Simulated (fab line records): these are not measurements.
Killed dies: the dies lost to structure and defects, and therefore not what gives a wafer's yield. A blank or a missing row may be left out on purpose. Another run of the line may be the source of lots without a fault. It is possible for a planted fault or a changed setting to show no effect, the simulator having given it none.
Chamber matching | flow nand_harc | NHARC_A_STAIRCASE_DEP_322 on pecvd-02: 3 sister chambers
The step deposits SiO2, target thk 3800 nm. 20 wafers are shown with their chamber, then 10 later ones without.

== EACH WAFER AND ITS CHAMBER ==
wafer  | chamber | heater_power_w (W) | rf_fwd_power_W (W) | mfc_precursor_sccm (sccm)
L077.3 | 0       | 636                | 500.7              | 200.1
L077.4 | 0       | 589                | 502.6              | 198.9
L077.6 | 1       | 588                | 499.8              | 199.8
L078.3 | 1       | 671                | 502.2              | 199.9
L078.4 | 0       | 569                | 498.0              | 200.2
L078.5 | 2       | 794                | 499.6              | 199.8
L079.2 | 2       | 959                | 497.6              | 200.9
L079.3 | 1       | 659                | 499.8              | 200.3
L079.5 | 0       | 561                | 498.0              | 200.1
L082.2 | 2       | 779                | 497.2              | 201.1
L082.3 | 0       | 640                | 500.3              | 199.7
L082.6 | 0       | 559                | 501.5              | 199.5
L081.1 | 1       | 727                | 498.3              | 199.4
L081.4 | 1       | 606                | 497.6              | 200.1
L081.6 | 2       | 758                | 500.7              | 199.8
L086.1 | 2       | 894                | 501.7              | 199.9
L086.2 | 0       | 641                | 500.3              | 201.1
L086.4 | 1       | 591                | 499.2              | 199.8
L085.1 | 1       | 694                | 496.8              | 199.2
L085.3 | 2       | 970                | 499.4              | 199.0

SIGNATURES (averages over the wafers above)
reading            | chamber 0 | chamber 1 | chamber 2 | scatter within a chamber
heater_power_w     | 599.29    | 648.00    | 859.00    | 64.6
rf_fwd_power_W     | 500.200   | 499.100   | 499.367   | 1.74
mfc_precursor_sccm | 199.943   | 199.786   | 200.083   | 0.629
Rule: a wafer's distance from a chamber is the root of the sum, over the readings, of the square of ((its reading less the chamber's mean) divided by the reading's scatter). The wafer belongs to the nearest chamber; if the next one is less than 2 further off, it can't be placed. The scatter: take each reading less its chamber's mean, square it, sum over the shown wafers, divide by the number of wafers less the number of chambers, and take the root.

== WAFERS WITHOUT THEIR CHAMBER ==
wafer  | heater_power_w (W) | rf_fwd_power_W (W) | mfc_precursor_sccm (sccm)
L085.6 | 834                | 498.7              | 199.2
L092.2 | 852                | 499.2              | 199.4
L092.3 | 689                | 499.4              | 200.0
L092.6 | 592                | 502.0              | 200.4
L093.2 | 659                | 501.8              | 200.5
L093.3 | 647                | 496.9              | 199.6
L093.4 | 603                | 497.0              | 201.1
L095.2 | 739                | 495.9              | 200.4
L095.5 | 841                | 499.1              | 200.9
L095.6 | 591                | 496.9              | 199.8

== EACH ONE'S CHAMBER ==
wafer  | from the rows above          | in truth
L085.6 | can't be placed: 2 or 1      | 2
L092.2 | 2                            | 2
L092.3 | can't be placed: 1 or 0 or 2 | 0
L092.6 | can't be placed: 0 or 1      | 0
L093.2 | can't be placed: 0 or 1 or 2 | 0
L093.3 | can't be placed: 1 or 0      | 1
L093.4 | can't be placed: 1 or 0 or 2 | 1
L095.2 | can't be placed: 1 or 2 or 0 | 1
L095.5 | 2                            | 2
L095.6 | can't be placed: 1 or 0      | 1
Placed correctly: 2 of 10. These rows do not allow placing 8 (true chamber among the candidates in 8). 0 placed wrongly.
